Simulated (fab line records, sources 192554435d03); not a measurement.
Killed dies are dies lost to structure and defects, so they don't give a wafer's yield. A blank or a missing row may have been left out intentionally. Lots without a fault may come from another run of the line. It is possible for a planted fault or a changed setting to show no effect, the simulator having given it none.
Comparing a struck lot with a sound one / flow n5 finfet / 38 steps out of a route of 1938
Sound: wafers L526.2, L526.3, L526.4. Struck: wafer L511.1. (L511.5 of the same lot was not struck and is left out.) The cause comes at the end.
For every step that has rows: the tool of each side, followed by ch and its chambers, followed by its first start. Under that, the readings that differ: sound wafers / struck wafers / difference of the means / sigmas: that difference in standard deviations of wafers without a fault.
alike: readings whose means differ by less than 2 such deviations, and words and numbers that are the same on both sides. not compared: withheld readings, readings that some wafer has no value for, bounds like >300 that may hide the same value, and numbers for which the record gives no deviation and whose values overlap.
Wherever a step has rows on one side only, a row that says differs or no value, or a row with sigmas, the two part there. Non-overlapping numbers with no deviation appear without sigmas and do not part them. A reading that every wafer of one side lacks parts them only if that side has two wafers or more.

first, 9 steps without rows for these wafers: N5_BEOL_M4_ANNEAL_95 (time 240 s); N5_BEOL_M4_SPUTTER_96 (material Cu, target thk 4.5 nm, time 8.29 s); N5_BEOL_M4_ECD_50 (material Cu, target thk 300 nm); N5_BEOL_M4_ANNEAL_51 (time 90 s); N5_BEOL_M4_CMP_52 (polishes, stops on SiOC, t overpolish 6.8 s, target thk 40 nm); N5_BEOL_M4_PRE_CLEAN_60 (time 15 s); N5_BEOL_M4_CO_CAP_55 (material Co, precursor CCTBA/H2, target thk 2 nm, time 102.1 s); N5_BEOL_M4_PRE_CLEAN_56 (time 15 s); N5_BEOL_M4_DEP_57 (deposits SiCN from 3MS/NH3, target thk 8 nm, time 14 s).
N5_BEOL_M4_RC_MEAS_101:
  sound on prober-02 ch 0, day 13 02:50; struck on prober-02 ch 0, day 9 09:36
  alike: DIBL_N, DIBL_P, IOFF_N, IOFF_P, ION_N, ION_P, SS_N, SS_P, VT_N, VT_P
then, 24 steps without rows for these wafers: N5_BEOL_M5_ILD_DEP_00 (deposits SiCOH lowk from DEMS/porogen, target thk 140.64 nm, time 25.9 s); N5_BEOL_M5_CURE_79 (cures SiCOH lowk, time 240 s); N5_BEOL_M5_PECVD_70 (deposits SiO2 from TEOS/O2, target thk 16 nm, time 18 s); N5_BEOL_M5_HM_DEP_02 (deposits TiN, target thk 20 nm); N5_BEOL_M5_COAT_59 (time 60 s, resist thk 60 nm); N5_BEOL_M5_COAT_60 (time 60 s, resist thk 12 nm); N5_BEOL_M5_COAT_71 (time 60 s, resist thk 5 nm); N5_BEOL_M5_COAT_05 (resist thk 30 nm); N5_BEOL_M5_EBR_07; N5_BEOL_M5_SOFTBAKE_06 (time 60 s); N5_BEOL_M5_EXPOSE_08 (exposes mask M5, target cd 28 nm); N5_BEOL_M5_PEB_09 (peb time 60 s); N5_BEOL_M5_DEVELOP_10 (develop time 30 s); N5_BEOL_M5_DESCUM_16 (chemistry O2, time 7 s); N5_BEOL_M5_ETCH_72 (etches underlayer in N2/H2, target depth 6.5 nm, time 5.2 s); N5_BEOL_M5_ETCH_61 (etches SiARC in CF4, target depth 15.6 nm, time 26 s); N5_BEOL_M5_ETCH_62 (etches SOC in N2/H2, target depth 75 nm, overetch 15 nm, time 112.5 s); N5_BEOL_M5_STRIP_63 (strips in N2/H2); N5_BEOL_M5_STRIP_73 (strips in N2/H2); N5_BEOL_M5_STRIP_64 (strips in CF4); N5_BEOL_M5_HM_OPEN_17 (chemistry Cl2/BCl3, target TiN, target depth 20 nm, overetch 6 nm); N5_BEOL_M5_STRIP_19 (strips in O2); N5_BEOL_M5_COAT_65 (time 60 s, resist thk 60 nm); N5_BEOL_M5_COAT_66 (time 60 s, resist thk 12 nm).
-- record jumps: 3 days separate the struck wafers' starts on either side; left off in module BEOL_M5, taken up again in module BEOL_M12, whose first shown step is the route's number 1653 --
N5_BEOL_M12_CMP_49: polishes, stops on SiOC, t overpolish 20.6 s, target thk 320 nm.
  sound on cmp-03 ch 0,1,2, day 16 04:50; struck on cmp-03 ch 1, day 12 09:40
reading=barrier field endpoint s (s); sound=31.0 30.8 31.8; struck=61.9; difference=+30.7; sigmas=+53
reading=overpolish run s (s); sound=20.587 20.600 20.607; struck=4.298; difference=-16.300; sigmas=-99 or more
  alike: motor current A
N5_BEOL_M12_THK_MEAS_50: measures by xrf.
  sound on film metro-01 at day 16 05:07; struck on film metro-01 at day 12 09:53
reading=M12_THK (nm); sound=324 321 319; struck=624; difference=+303; sigmas=+55
N5_BEOL_M12_INSPECT_55: inspects for defects (darkfield).
  sound on defect inspect-02 at day 16 05:18; struck on defect inspect-01 at day 12 10:02
reading=raw defect count; sound=44 74 54; struck=4876; difference=+4819; sigmas=+99 or more
N5_PASSIVATION_PROBE_49:
  sound on prober-01 at day 17 14:51; struck on prober-01 at day 13 22:03
reading=defect limited yield (%); sound=90.0 91.1 91.9; struck=0; difference=-91; sigmas=-57
reading=killed_at_M4_up; sound=17 9 11; struck=1082; difference=+1070; sigmas=+99 or more
reading=killed dies; sound=118 105 96; struck=1180; difference=+1074; sigmas=+57
reading=killed on rim; sound=16 14 13; struck=152; difference=+138; sigmas=+34
reading=sort n pass; sound=1062 1075 1084; struck=0; difference=-1074; sigmas=-57
reading=sort yield pct (%); sound=90.0 91.1 91.9; struck=0; difference=-91; sigmas=-57
  alike: killed_at_M0_to_M3, killed at contacts, killed at front end, killed at other, killed open, killed short, sort_bin_5_function, sort_bin_6_memory

## WHERE THEY PART
At N5_BEOL_M12_CMP_49 first; at N5_PASSIVATION_PROBE_49 last (within this record only).

WHY: what had been put in by the simulator
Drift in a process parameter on cmp-03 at N5_BEOL_M12_CMP_49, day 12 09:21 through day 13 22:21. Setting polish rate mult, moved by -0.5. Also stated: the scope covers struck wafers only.
